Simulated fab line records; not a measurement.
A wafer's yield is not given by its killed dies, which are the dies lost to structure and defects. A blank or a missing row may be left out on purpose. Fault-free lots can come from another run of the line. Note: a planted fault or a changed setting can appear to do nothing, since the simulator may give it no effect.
fab line records | flow n5Finfet
record lots=24 wafers=72 lastDay=18
route steps=1938 shown BEOL_M1@825 BEOL_M2@857
lots with no fault: from the same line, run without faults
startH: start of the lot's first displayed wafer, in hours after the record's first day | waitH: hours elapsed since this lot's preceding step | " the same as in the row above | L1.1+2: a single row standing in for several wafers | - no value, or no start was given | * or withheld: withheld | < > ~ a bound
route shown NAME@n: a module of which the file shows steps, and the number in the route of the first | usual: average and standard deviation across the fault-free wafers | same: alike in all rows | chamber/n: place in a boat | sites: readings site by site | _std_site: the standard deviation of these | _edge_site: the outer-site mean with the inner-site mean subtracted | radiusMm: for every site, how far away it sits from the centre of the wafer | mask NAME#n: copy n | behind: the tool/chamber that last shaped the wafer | hold: what put the lot on hold/how long, in hours/how the hold closed | device: which transistor (n, p or np) failed to switch | end of line: the route-end tests of the same wafers | a step without rows: its recipe alone | killed: dies that structure and defects cost at the first sort, which is not the same as the wafer's yield | map: the dies of a wafer, with x for killed, . for not killed, _ for no die there
set.NAME: the setting that was run; set.NAME@STEP: the one run at that earlier step | model.NAME: the simulator's own value behind a step, which no gauge read
route steps across a sampled set of lots; one table per step, one row per wafer
services: when a tool's chamber went out of use (startH, in hours from the record's first day, below 0 if earlier), for how many hours, and the reason
## steps
# step N5_BEOL_M1_ANNEAL_91
# recipe tempC=400 timeS=240 ambient=vacuum
# usual heaterPowerW=837/90 susceptor_temp_C_max=400.9/0.4
# columns lot.wafer tool chamber startH waitH heaterPowerW susceptor_temp_C_max
L074.2 pvdSputter-01 - 133.67 0.0 892 400.5
L074.3 " - " " 698 401.2
L074.6 " - " " 880 401.0
L075.1 pvdSputter-03 - 134.15 0.0 854 400.5
L075.3 " - " " 949 401.0
L075.5 " - " " 856 400.8
L076.2 pvdSputter-02 - 144.90 0.0 791 401.4
L076.3 " - " " 636 400.9
L076.5 " - " " 785 401.3
L077.3 pvdSputter-03 - 147.65 0.0 915 400.8
L077.5 " - " " 872 400.8
L077.6 " - " " 916 401.0
L078.2 pvdSputter-02 - 159.55 0.0 655 400.4
L078.4 " - " " 658 400.6
L078.6 " - " " 759 401.2
L079.2 pvdSputter-02 - 164.55 0.0 770 401.3
L079.3 " - " " 909 401.0
L079.6 " - " " 924 400.8
L080.1 pvdSputter-02 - 166.99 0.0 899 400.6
L080.3 " - " " 780 401.8
L080.5 " - " " 896 400.7
L081.1 pvdSputter-03 - 172.62 0.0 877 400.5
L081.3 " - " " 886 400.7
L081.6 " - " " 851 401.2
L082.2 pvdSputter-02 - 185.56 0.0 898 401.1
L082.3 " - " " 644 400.7
L082.5 " - " " 787 401.6
L083.3 pvdSputter-01 - 187.62 0.0 686 401.1
L083.4 " - " " 893 400.9
L083.5 " - " " 669 401.0
L084.1 pvdSputter-01 - 194.95 0.0 686 401.3
L084.2 " - " " 934 401.0
L084.4 " - " " 887 400.8
L085.2 pvdSputter-02 - 202.90 0.0 754 400.9
L085.3 " - " " 640 400.9
L085.5 " - " " 767 401.5
L086.1 pvdSputter-03 - 206.86 0.0 865 400.7
L086.4 " - " " 914 400.5
L086.6 " - " " 851 401.4
L087.1 pvdSputter-03 - 215.19 0.0 875 400.6
L087.4 " - " " 837 401.3
L087.5 " - " " 840 401.2
L088.2 pvdSputter-03 - 217.61 0.0 855 401.2
L088.5 " - " " 886 400.4
L088.6 " - " " 816 401.8
L089.4 pvdSputter-03 - 223.19 0.0 857 400.3
L089.5 " - " " 881 400.6
L089.6 " - " " 870 400.3
L090.1 pvdSputter-02 - 230.31 0.0 801 401.2
L090.2 " - " " 768 401.4
L090.6 " - " " 772 401.5
L091.1 pvdSputter-03 - 231.41 0.0 844 400.8
L091.3 " - " " 937 401.3
L091.5 " - " " 902 401.0
L092.1 pvdSputter-03 - 246.14 0.0 932 401.2
L092.2 " - " " 881 400.7
L092.6 " - " " 898 400.6
L093.1 pvdSputter-01 - 247.23 0.0 910 400.9
L093.4 " - " " 700 401.2
L093.5 " - " " 703 400.9
L094.1 pvdSputter-03 - 252.50 0.0 864 400.6
L094.5 " - " " 907 400.5
L094.6 " - " " 872 400.8
L095.1 pvdSputter-02 - 271.80 0.0 660 400.6
L095.2 " - " " 803 401.7
L095.4 " - " " 766 401.1
L096.2 pvdSputter-02 - 273.96 0.0 885 400.7
L096.3 " - " " 759 401.5
L096.5 " - " " 800 400.9
L097.1 pvdSputter-03 - 277.63 0.0 876 401.3
L097.3 " - " " 919 401.0
L097.5 " - " " 957 401.1
# step N5_BEOL_M1_THK_MEAS_53
# recipe thkMeasGauge=xrf reads=Cu_of_BEOL_M1_ECD_50
# usual M1_THK=40.1/1.6
# columns lot.wafer tool chamber startH waitH M1_THK[nm]
L074.2 filmMetro-01 - 135.03 - 40.1
L074.3 " - " " 38.3
L074.6 " - " " 42.4
L075.1 filmMetro-01 - 135.52 - 38.8
L075.3 " - " " 37.9
L075.5 " - " " 39.0
L076.2 filmMetro-01 - 146.27 - 39.7
L076.3 " - " " 40.9
L076.5 " - " " 39.5
L077.3 filmMetro-02 - 149.10 - 41.5
L077.5 " - " " 43.0
L077.6 " - " " 44.2
L078.2 filmMetro-01 - 160.92 - 38.9
L078.4 " - " " 40.4
L078.6 " - " " 41.9
L079.2 filmMetro-02 - 165.92 - 41.5
L079.3 " - " " 39.4
L079.6 " - " " 41.1
L080.1 filmMetro-02 - 168.63 - 38.2
L080.3 " - " " 40.6
L080.5 " - " " 40.9
L081.1 filmMetro-02 - 175.51 - 37.3
L081.3 " - " " 40.4
L081.6 " - " " 42.5
L082.2 filmMetro-02 - 187.33 - 40.2
L082.3 " - " " 40.7
L082.5 " - " " 42.9
L083.3 filmMetro-02 - 189.60 - 38.2
L083.4 " - " " 40.6
L083.5 " - " " 37.4
L084.1 filmMetro-01 - 196.88 - 41.2
L084.2 " - " " 39.0
L084.4 " - " " 41.9
L085.2 filmMetro-01 - 204.90 - 42.9
L085.3 " - " " 40.8
L085.5 " - " " 42.1
L086.1 filmMetro-01 - 211.59 - 42.2
L086.4 " - " " 41.3
L086.6 " - " " 41.6
L087.1 filmMetro-01 - 218.85 - 40.3
L087.4 " - " " 44.0
L087.5 " - " " 42.8
L088.2 filmMetro-02 - 222.03 - 36.4
L088.5 " - " " 37.7
L088.6 " - " " 37.0
L089.4 filmMetro-01 - 225.69 - 39.5
L089.5 " - " " 40.8
L089.6 " - " " 42.3
L090.1 filmMetro-02 - 234.99 - 38.7
L090.2 " - " " 39.9
L090.6 " - " " 39.6
L091.1 filmMetro-01 - 236.07 - 42.1
L091.3 " - " " 42.4
L091.5 " - " " 42.5
L092.1 filmMetro-02 - 247.51 - 38.3
L092.2 " - " " 36.6
L092.6 " - " " 40.1
L093.1 filmMetro-01 - 248.60 - 38.7
L093.4 " - " " 39.8
L093.5 " - " " 39.3
L094.1 filmMetro-01 - 253.88 - 38.9
L094.5 " - " " 39.6
L094.6 " - " " 40.5
L095.1 filmMetro-01 - 273.17 - 38.8
L095.2 " - " " 39.5
L095.4 " - " " 41.4
L096.2 filmMetro-02 - 275.33 - 40.2
L096.3 " - " " 40.5
L096.5 " - " " 39.7
L097.1 filmMetro-02 - 279.01 - 39.9
L097.3 " - " " 39.6
L097.5 " - " " 39.7
# step N5_BEOL_M1_PRE_CLEAN_60
# recipe gas=NH3/H2 timeS=15 tempC=* rfPowerW=300
# usual heaterPowerW=78/13
# columns lot.wafer tool chamber startH waitH heaterPowerW
L074.2 cvdCo-02 1 135.07 0.0 90
L074.3 " 2 " " 68
L074.6 " 2 " " 68
L075.1 cvdCo-02 1 135.55 0.0 92
L075.3 " 0 " " 60
L075.5 " 2 " " 68
L076.2 cvdCo-01 2 146.45 0.2 70
L076.3 " 1 " " 93
L076.5 " 2 " " 69
L077.3 cvdCo-02 0 149.14 0.0 60
L077.5 " 2 " " 69
L077.6 " 1 " " 92
L078.2 cvdCo-01 0 160.96 0.0 81
L078.4 " 1 " " 95
L078.6 " 0 " " 80
L079.2 cvdCo-02 1 165.96 0.0 93
L079.3 " 0 " " 62
L079.6 " 1 " " 93
L080.1 cvdCo-01 2 168.94 0.3 67
L080.3 " 0 " " 84
L080.5 " 2 " " 68
L081.1 cvdCo-02 1 175.55 0.0 92
L081.3 " 2 " " 69
L081.6 " 0 " " 60
L082.2 cvdCo-01 1 187.37 0.0 95
L082.3 " 0 " " 83
L082.5 " 0 " " 83
L083.3 cvdCo-02 2 189.63 0.0 69
L083.4 " 1 " " 95
L083.5 " 2 " " 67
L084.1 cvdCo-02 0 196.92 0.0 62
L084.2 " 2 " " 68
L084.4 " 2 " " 71
L085.2 cvdCo-02 0 204.94 0.0 61
L085.3 " 1 " " 96
L085.5 " 2 " " 68
L086.1 cvdCo-01 0 211.63 0.0 83
L086.4 " 2 " " 69
L086.6 " 0 " " 83
L087.1 cvdCo-02 0 218.89 0.0 62
L087.4 " 2 " " 68
L087.5 " 1 " " 95
L088.2 cvdCo-02 0 222.07 0.0 60
L088.5 " 2 " " 70
L088.6 " 1 " " 92
L089.4 cvdCo-01 0 225.78 0.1 82
L089.5 " 1 " " 92
L089.6 " 2 " " 70
L090.1 cvdCo-01 0 235.03 0.0 82
L090.2 " 1 " " 94
L090.6 " 2 " " 71
L091.1 cvdCo-01 2 236.11 0.0 70
L091.3 " 0 " " 82
L091.5 " 0 " " 83
L092.1 cvdCo-01 2 247.55 0.0 71
L092.2 " 1 " " 97
L092.6 " 0 " " 84
L093.1 cvdCo-02 2 248.66 0.1 69
L093.4 " 1 " " 91
L093.5 " 0 " " 60
L094.1 cvdCo-01 1 253.92 0.0 94
L094.5 " 0 " " 84
L094.6 " 1 " " 94
L095.1 cvdCo-02 0 273.21 0.0 61
L095.2 " 2 " " 68
L095.4 " 0 " " 61
L096.2 cvdCo-02 1 275.37 0.0 93
L096.3 " 0 " " 60
L096.5 " 1 " " 91
L097.1 cvdCo-01 1 279.05 0.0 95
L097.3 " 0 " " 84
L097.5 " 1 " " 95
# step N5_BEOL_M1_DEP_57
# recipe material=SiCN targetThkA=80 tempC=withheld precursor=3MS/NH3 pressureTorr=3 rfW=202 timeS=14
# usual showerheadPlenumPTorr=3.661/0.015 throttleValvePct=8.7/0.51
# columns lot.wafer tool chamber startH waitH showerheadPlenumPTorr throttleValvePct
L074.2 pecvd-03 2 135.23 0.0 3.661 8.7
L074.3 " 1 " " 3.685 8.4
L074.6 " 1 " " 3.671 8.5
L075.1 pecvd-03 1 135.71 0.0 3.677 8.4
L075.3 " 0 " " 3.695 10.1
L075.5 " 1 " " 3.683 8.8
L076.2 pecvd-01 1 146.62 0.0 3.648 8.8
L076.3 " 1 " " 3.653 8.8
L076.5 " 1 " " 3.642 8.8
L077.3 pecvd-03 2 149.29 0.0 3.656 9.1
L077.5 " 2 " " 3.666 8.8
L077.6 " 1 " " 3.659 8.5
L078.2 pecvd-01 1 161.13 0.0 3.649 8.7
L078.4 " 1 " " 3.649 8.5
L078.6 " 1 " " 3.647 8.7
L079.2 pecvd-01 0 166.12 0.0 3.639 8.4
L079.3 " 1 " " 3.642 8.8
L079.6 " 2 " " 3.662 8.2
L080.1 pecvd-04 1 169.09 0.0 3.683 9.3
L080.3 " 2 " " 3.672 8.7
L080.5 " 1 " " 3.676 9.2
L081.1 pecvd-01 0 175.70 0.0 3.644 8.0
L081.3 " 1 " " 3.652 8.6
L081.6 " 1 " " 3.651 8.6
L082.2 pecvd-01 1 187.52 0.0 3.639 9.0
L082.3 " 0 " " 3.637 8.1
L082.5 " 1 " " 3.654 8.6
L083.3 pecvd-04 0 189.79 0.0 3.661 8.5
L083.4 " 1 " " 3.678 9.4
L083.5 " 0 " " 3.663 8.5
L084.1 pecvd-01 1 197.08 0.0 3.648 8.7
L084.2 " 2 " " 3.651 8.4
L084.4 " 0 " " 3.639 8.5
L085.2 pecvd-01 1 205.10 0.0 3.645 8.7
L085.3 " 0 " " 3.640 8.7
L085.5 " 0 " " 3.647 8.4
L086.1 pecvd-01 1 211.80 0.0 3.651 8.8
L086.4 " 0 " " 3.658 8.2
L086.6 " 0 " " 3.643 8.3
L087.1 pecvd-04 1 219.06 0.0 3.670 9.9
L087.4 " 1 " " 3.678 9.3
L087.5 " 0 " " 3.670 8.4
L088.2 pecvd-04 0 222.24 0.0 3.660 8.5
L088.5 " 1 " " 3.675 9.6
L088.6 " 0 " " 3.667 8.6
L089.4 pecvd-01 2 225.95 0.0 3.655 8.7
L089.5 " 2 " " 3.663 8.6
L089.6 " 0 " " 3.654 8.1
L090.1 pecvd-04 1 235.20 0.0 3.674 9.5
L090.2 " 0 " " 3.662 8.3
L090.6 " 0 " " 3.662 8.5
L091.1 pecvd-01 2 236.26 0.0 3.672 8.1
L091.3 " 1 " " 3.651 8.6
L091.5 " 2 " " 3.661 8.4
L092.1 pecvd-01 1 247.70 0.0 3.652 8.7
L092.2 " 0 " " 3.640 8.5
L092.6 " 2 " " 3.657 8.6
L093.1 pecvd-03 1 248.82 0.0 3.680 8.4
L093.4 " 2 " " 3.643 9.1
L093.5 " 1 " " 3.674 8.7
L094.1 pecvd-04 2 254.07 0.0 3.668 8.1
L094.5 " 0 " " 3.665 8.5
L094.6 " 2 " " 3.675 8.3
L095.1 pecvd-01 1 273.36 0.0 3.642 8.7
L095.2 " 0 " " 3.645 8.1
L095.4 " 1 " " 3.647 8.7
L096.2 pecvd-03 0 275.52 0.0 3.679 9.6
L096.3 " 2 " " 3.654 8.6
L096.5 " 1 " " 3.679 8.6
L097.1 pecvd-04 2 279.20 0.0 3.656 8.2
L097.3 " 1 " " 3.682 9.4
L097.5 " 0 " " 3.660 8.6
# step N5_BEOL_M2_DESCUM_16
# recipe chemistry=O2 timeS=7 sourcePowerW=50 biasPowerW=20 pressureMtorr=20 rfFrequencyHz=2.712e+07 tempC=40 resist=CAR-EUV o2FlowSccm=225
# usual drypumpMotorCurrentA=5.9/0.42 oesProductAu=0.76/0.091 rfVppV=243.1/1.4 showerheadPlenumPTorr=2.08/0.077 throttleValvePct=20.40/0.25
# columns lot.wafer tool chamber startH waitH drypumpMotorCurrentA oesProductAu rfHoursCounterH rfVppV showerheadPlenumPTorr throttleValvePct
L074.2 rieDiel-02 2 136.26 0.2 5.8 0.70 233 240.4 2.07 20.76
L074.3 " 1 " " 5.4 0.74 169 244.6 2.17 20.24
L074.6 " 3 " " 6.0 0.88 - 241.9 2.03 20.38
L075.1 rieDiel-03 1 139.44 1.0 6.4 0.79 105 243.2 2.11 20.41
L075.3 " 0 " " 6.3 0.66 223 242.2 2.07 20.60
L075.5 " 0 " " 6.3 0.67 - 244.4 2.07 20.60
L076.2 rieDiel-03 2 147.89 0.0 5.5 0.68 230 242.6 2.05 20.33
L076.3 " 0 " " 6.3 0.68 226 243.6 2.07 20.61
L076.5 " 3 " " 5.9 0.74 - 242.4 2.06 19.98
L077.3 rieDiel-05 0 150.56 0.2 5.8 0.70 212 242.5 2.18 20.45
L077.5 " 2 " " 5.5 0.96 - 243.8 2.04 20.00
L077.6 " 3 " " 6.5 0.71 - 244.1 2.16 20.64
L078.2 rieDiel-03 2 162.58 0.0 5.5 0.67 235 243.5 2.04 20.35
L078.4 " 1 " " 6.3 0.77 114 243.3 2.10 20.44
L078.6 " 3 " " 5.9 0.73 - 244.1 2.06 20.02
L079.2 rieDiel-05 2 168.25 0.0 5.5 0.95 14 242.4 2.04 20.02
L079.3 " 0 " " 5.8 0.70 218 245.0 2.18 20.47
L079.6 " 3 " " 6.5 0.70 - 244.3 2.16 20.64
L080.1 rieDiel-03 2 171.81 0.3 5.5 0.67 239 242.3 2.04 20.37
L080.3 " 1 " " 6.4 0.78 118 243.4 2.10 20.45
L080.5 " 0 " " 6.3 0.66 - 242.7 2.07 20.62
L081.1 rieDiel-05 1 177.33 0.0 5.1 0.70 221 245.1 2.17 20.81
L081.3 " 2 " " 5.5 0.93 17 242.2 2.04 20.02
L081.6 " 0 " " 5.8 0.70 - 245.1 2.18 20.47
L082.2 rieDiel-02 0 190.78 0.0 6.4 0.75 149 241.2 1.90 20.40
L082.3 " 1 " " 5.4 0.72 186 243.0 2.17 20.25
L082.5 " 0 " " 6.4 0.74 - 240.3 1.90 20.39
L083.3 rieDiel-05 3 191.49 0.1 6.5 0.69 209 245.1 2.16 20.65
L083.4 " 2 " " 5.5 0.93 - 243.1 2.04 20.03
L083.5 " 3 " " 6.5 0.70 - 244.8 2.16 20.66
L084.1 rieDiel-02 3 199.79 0.0 5.9 0.84 55 243.0 2.02 20.43
L084.2 " 0 " " 6.4 0.73 153 241.6 1.90 20.40
L084.4 " 3 " " 6.0 0.83 - 243.2 2.02 20.42
L085.2 rieDiel-03 0 207.84 0.0 6.3 0.65 248 242.5 2.06 20.64
L085.3 " 1 " " 6.3 0.76 131 245.2 2.10 20.45
L085.5 " 3 " " 5.9 0.72 - 242.9 2.05 20.03
L086.1 rieDiel-03 0 213.56 0.0 6.3 0.65 250 242.3 2.06 20.64
L086.4 " 3 " " 5.9 0.72 - 242.6 2.05 20.04
L086.6 " 0 " " 6.3 0.66 - 241.4 2.06 20.64
L087.1 rieDiel-02 0 220.19 0.0 6.4 0.74 162 239.8 1.90 20.42
L087.4 " 3 " " 5.9 0.83 63 241.6 2.02 20.43
L087.5 " 1 " " 5.4 0.72 - 244.7 2.16 20.26
L088.2 rieDiel-05 0 224.78 0.0 5.8 0.69 238 243.2 2.17 20.51
L088.5 " 0 " " 5.7 0.69 - 244.5 2.17 20.49
L088.6 " 3 " " 6.5 0.69 - 243.8 2.15 20.67
L089.4 rieDiel-03 3 228.81 0.0 5.9 0.71 - 241.7 2.05 20.06
L089.5 " 1 " " 6.3 0.76 - 242.5 2.10 20.47
L089.6 " 2 " " 5.5 0.99 - 242.0 2.04 19.94
L090.1 rieDiel-02 0 236.23 0.1 6.4 0.73 168 240.3 1.90 20.44
L090.2 " 3 " " 6.0 0.82 69 242.4 2.02 20.44
L090.6 " 3 " " 5.9 0.82 - 242.5 2.02 20.42
L091.1 rieDiel-02 1 237.07 0.0 5.4 0.71 207 245.1 2.16 20.30
L091.3 " 2 " " 5.8 0.92 11 241.5 2.06 20.37
L091.5 " 2 " " 5.8 0.93 - 242.8 2.06 20.35
L092.1 rieDiel-02 1 249.01 0.3 5.4 0.71 211 246.5 2.16 20.30
L092.2 " 2 " " 5.8 0.92 15 243.2 2.06 20.37
L092.6 " 2 " " 5.8 0.90 - 244.1 2.06 20.36
L093.1 rieDiel-02 1 249.72 0.1 5.4 0.71 211 245.4 2.16 20.30
L093.4 " 3 " " 5.9 0.81 73 241.3 2.02 20.43
L093.5 " 1 " " 5.4 0.70 - 246.4 2.16 20.29
L094.1 rieDiel-05 2 259.49 0.2 5.5 0.89 46 242.7 2.03 20.07
L094.5 " 1 " " 5.1 0.67 - 242.8 2.16 20.82
L094.6 " 3 " " 6.5 0.69 - 245.0 2.15 20.68
L095.1 rieDiel-05 2 274.90 0.0 5.5 0.88 52 241.2 2.03 20.05
L095.2 " 3 " " 6.5 0.67 238 243.8 2.15 20.72
L095.4 " 1 " " 5.1 0.67 - 244.5 2.16 20.84
L096.2 rieDiel-05 1 276.46 0.0 5.1 0.67 252 244.1 2.16 20.83
L096.3 " 3 " " 6.5 0.68 238 243.9 2.15 20.73
L096.5 " 1 " " 5.2 0.67 - 243.8 2.16 20.84
L097.1 rieDiel-03 2 280.63 0.0 5.5 0.94 21 243.4 2.03 19.99
L097.3 " 0 " " 6.3 0.96 12 241.7 2.06 20.27
L097.5 " 0 " " 6.3 0.97 - 244.0 2.06 20.29
# step N5_BEOL_M2_ETCH_74
# recipe chemistry=N2/H2 target=underlayer targetDepthA=65 maskMaterial=CAR-EUV timeS=5.2 ionEnergyEv=200 pressureMtorr=30 sourceW=840 biasW=150 n2FlowSccm=200 h2FlowSccm=200 ends=cleared
# usual biasW=150.0/0.47 drypumpMotorCurrentA=5.9/0.43 etchRfOnTimeS=5.14/0.1 oesProductAu=0.65/0.074 rfVppV=523.6/2.7 showerheadPlenumPTorr=2.53/0.088 throttleValvePct=17.85/0.23
# columns lot.wafer tool chamber startH waitH biasW drypumpMotorCurrentA etchRfOnTimeS oesProductAu rfHoursCounterH rfVppV showerheadPlenumPTorr throttleValvePct
L074.2 rieDiel-02 2 136.30 0.0 150.5 5.8 5.25 0.60 233 523.6 2.49 18.07
L074.3 " 1 " " 149.9 5.3 5.29 0.62 169 526.9 2.66 17.82
L074.6 " 3 " " 150.5 6.0 5.12 0.74 - 522.5 2.47 17.73
L075.1 rieDiel-03 1 139.48 0.0 149.9 6.3 5.23 0.67 105 526.2 2.55 17.71
L075.3 " 0 " " 150.3 6.3 5.25 0.58 223 520.7 2.51 17.97
L075.5 " 0 " " 149.5 6.3 5.25 0.59 - 520.1 2.51 17.96
L076.2 rieDiel-03 2 147.93 0.0 149.4 5.5 5.00 0.59 230 522.1 2.49 17.85
L076.3 " 0 " " 149.9 6.3 5.27 0.58 226 522.9 2.51 17.98
L076.5 " 3 " " 151.0 5.9 5.03 0.62 - 523.2 2.55 17.70
L077.3 rieDiel-05 0 150.59 0.0 151.1 5.7 5.10 0.61 212 526.2 2.61 17.74
L077.5 " 2 " " 150.1 5.5 5.18 0.81 - 520.5 2.49 17.41
L077.6 " 3 " " 150.1 6.5 4.98 0.62 - 525.3 2.64 18.26
L078.2 rieDiel-03 2 162.61 0.0 150.1 5.5 4.98 0.59 235 521.0 2.49 17.89
L078.4 " 1 " " 149.6 6.4 5.14 0.67 114 523.4 2.54 17.76
L078.6 " 3 " " 149.8 6.0 4.98 0.62 - 524.6 2.54 17.68
L079.2 rieDiel-05 2 168.29 0.0 150.7 5.6 5.12 0.78 14 525.3 2.49 17.44
L079.3 " 0 " " 149.2 5.8 5.08 0.62 218 525.0 2.61 17.74
L079.6 " 3 " " 150.6 6.5 4.99 0.62 - 526.5 2.64 18.26
L080.1 rieDiel-03 2 171.85 0.0 150.4 5.5 5.02 0.59 239 525.0 2.49 17.88
L080.3 " 1 " " 151.3 6.4 5.24 0.66 118 523.5 2.54 17.74
L080.5 " 0 " " 148.9 6.3 5.31 0.57 - 525.5 2.51 17.97
L081.1 rieDiel-05 1 177.37 0.0 150.3 5.1 5.09 0.59 221 527.0 2.62 18.04
L081.3 " 2 " " 149.9 5.5 5.12 0.78 17 523.4 2.49 17.41
L081.6 " 0 " " 150.3 5.8 5.12 0.61 - 528.5 2.61 17.73
L082.2 rieDiel-02 0 190.81 0.0 149.0 6.3 5.17 0.64 149 518.2 2.34 17.95
L082.3 " 1 " " 150.7 5.4 5.32 0.61 186 527.2 2.65 17.83
L082.5 " 0 " " 149.4 6.3 5.08 0.65 - 518.7 2.34 17.94
L083.3 rieDiel-05 3 191.52 0.0 149.8 6.5 5.11 0.60 209 524.8 2.64 18.25
L083.4 " 2 " " 150.2 5.5 5.20 0.77 - 525.7 2.48 17.46
L083.5 " 3 " " 149.8 6.5 5.12 0.59 - 525.2 2.64 18.27
L084.1 rieDiel-02 3 199.83 0.0 150.1 5.9 5.23 0.71 55 520.9 2.46 17.79
L084.2 " 0 " " 150.3 6.3 5.11 0.64 153 520.3 2.34 17.96
L084.4 " 3 " " 150.2 6.0 5.21 0.70 - 521.2 2.46 17.79
L085.2 rieDiel-03 0 207.87 0.0 149.6 6.3 5.28 0.58 248 524.5 2.50 18.00
L085.3 " 1 " " 149.2 6.4 5.25 0.64 131 526.9 2.54 17.76
L085.5 " 3 " " 149.7 5.9 5.04 0.62 - 523.9 2.54 17.75
L086.1 rieDiel-03 0 213.59 0.0 149.6 6.3 5.21 0.57 250 524.4 2.50 18.00
L086.4 " 3 " " 150.1 5.9 5.06 0.61 - 524.2 2.54 17.74
L086.6 " 0 " " 149.8 6.3 5.23 0.57 - 523.2 2.50 17.98
L087.1 rieDiel-02 0 220.23 0.0 150.3 6.3 5.14 0.63 162 517.8 2.33 17.96
L087.4 " 3 " " 149.7 6.0 5.13 0.72 63 520.1 2.46 17.81
L087.5 " 1 " " 149.3 5.4 5.35 0.60 - 526.2 2.64 17.86
L088.2 rieDiel-05 0 224.81 0.0 150.3 5.8 5.12 0.59 238 526.2 2.60 17.77
L088.5 " 0 " " 150.2 5.8 5.10 0.59 - 527.6 2.60 17.79
L088.6 " 3 " " 150.3 6.5 5.01 0.59 - 528.3 2.63 18.29
L089.4 rieDiel-03 3 228.84 0.0 149.8 5.9 5.00 0.60 - 524.1 2.53 17.74
L089.5 " 1 " " 149.9 6.4 5.23 0.64 - 524.4 2.53 17.80
L089.6 " 2 " " 150.1 5.5 5.00 0.87 - 522.2 2.48 17.43
L090.1 rieDiel-02 0 236.26 0.0 150.5 6.4 5.17 0.63 168 517.4 2.33 17.97
L090.2 " 3 " " 149.1 6.0 5.21 0.69 69 522.5 2.46 17.84
L090.6 " 3 " " 149.3 6.0 5.19 0.70 - 521.7 2.45 17.83
L091.1 rieDiel-02 1 237.11 0.0 150.2 5.4 5.35 0.60 207 528.4 2.64 17.90
L091.3 " 2 " " 149.9 5.8 5.11 0.79 11 522.2 2.48 17.68
L091.5 " 2 " " 150.3 5.8 5.11 0.79 - 521.6 2.48 17.68
L092.1 rieDiel-02 1 249.05 0.0 149.6 5.4 5.39 0.59 211 525.2 2.64 17.88
L092.2 " 2 " " 149.7 5.8 5.14 0.78 15 523.9 2.48 17.68
L092.6 " 2 " " 149.3 5.8 5.10 0.78 - 521.8 2.48 17.68
L093.1 rieDiel-02 1 249.75 0.0 149.1 5.4 5.35 0.60 211 526.0 2.64 17.88
L093.4 " 3 " " 149.7 5.9 5.18 0.70 73 522.8 2.45 17.81
L093.5 " 1 " " 150.1 5.4 5.32 0.59 - 524.6 2.64 17.89
L094.1 rieDiel-05 2 259.53 0.0 150.1 5.5 5.16 0.75 46 520.6 2.47 17.48
L094.5 " 1 " " 150.4 5.2 5.07 0.59 - 525.7 2.61 18.07
L094.6 " 3 " " 149.3 6.5 5.09 0.60 - 523.8 2.63 18.31
L095.1 rieDiel-05 2 274.93 0.0 150.3 5.5 5.24 0.73 52 524.1 2.47 17.46
L095.2 " 3 " " 149.9 6.5 5.04 0.59 238 526.5 2.62 18.32
L095.4 " 1 " " 149.8 5.1 5.11 0.58 - 526.5 2.60 18.09
L096.2 rieDiel-05 1 276.49 0.0 149.8 5.1 5.16 0.58 252 524.1 2.60 18.11
L096.3 " 3 " " 150.6 6.5 5.09 0.59 238 524.1 2.62 18.33
L096.5 " 1 " " 150.6 5.1 5.13 0.58 - 526.2 2.60 18.10
L097.1 rieDiel-03 2 280.67 0.0 150.0 5.5 4.98 0.81 21 522.2 2.48 17.46
L097.3 " 0 " " 149.5 6.3 5.03 0.81 12 523.5 2.49 17.59
L097.5 " 0 " " 149.6 6.3 5.08 0.83 - 522.6 2.49 17.60
## services
# columns tool chamber startH hours kind
pvdSputter-01 - 115.56 3.2 repair
rieDiel-05 1 141.45 1.7 repair
pecvd-03 - 153.80 47.8 repair
cvdCo-02 - 167.46 5.8 repair
pecvd-04 - 180.72 0.2 repair
rieDiel-02 2 188.84 - clean
rieDiel-02 2 188.84 - consumableReplace:focusRing
rieDiel-02 2 188.84 16.3 scheduledDown
rieDiel-02 2 188.84 16.3 ventCycle
rieDiel-03 2 203.59 - clean
rieDiel-03 2 203.59 - consumableReplace:focusRing
rieDiel-03 2 203.59 17.8 scheduledDown
rieDiel-03 2 203.59 17.8 ventCycle
rieDiel-03 1 217.32 3.5 repair
rieDiel-03 0 221.39 - clean
rieDiel-03 0 221.39 - consumableReplace:focusRing
rieDiel-03 0 221.39 21.7 scheduledDown
rieDiel-03 0 221.39 21.7 ventCycle
rieDiel-05 3 253.97 1.8 repair
pvdSputter-03 - 254.06 7.5 repair
rieDiel-02 1 259.41 3.0 repair
rieDiel-02 0 272.35 6.4 repair
rieDiel-03 3 272.91 8.3 repair
cvdCo-02 - 276.15 3.8 pm
## key
fault none
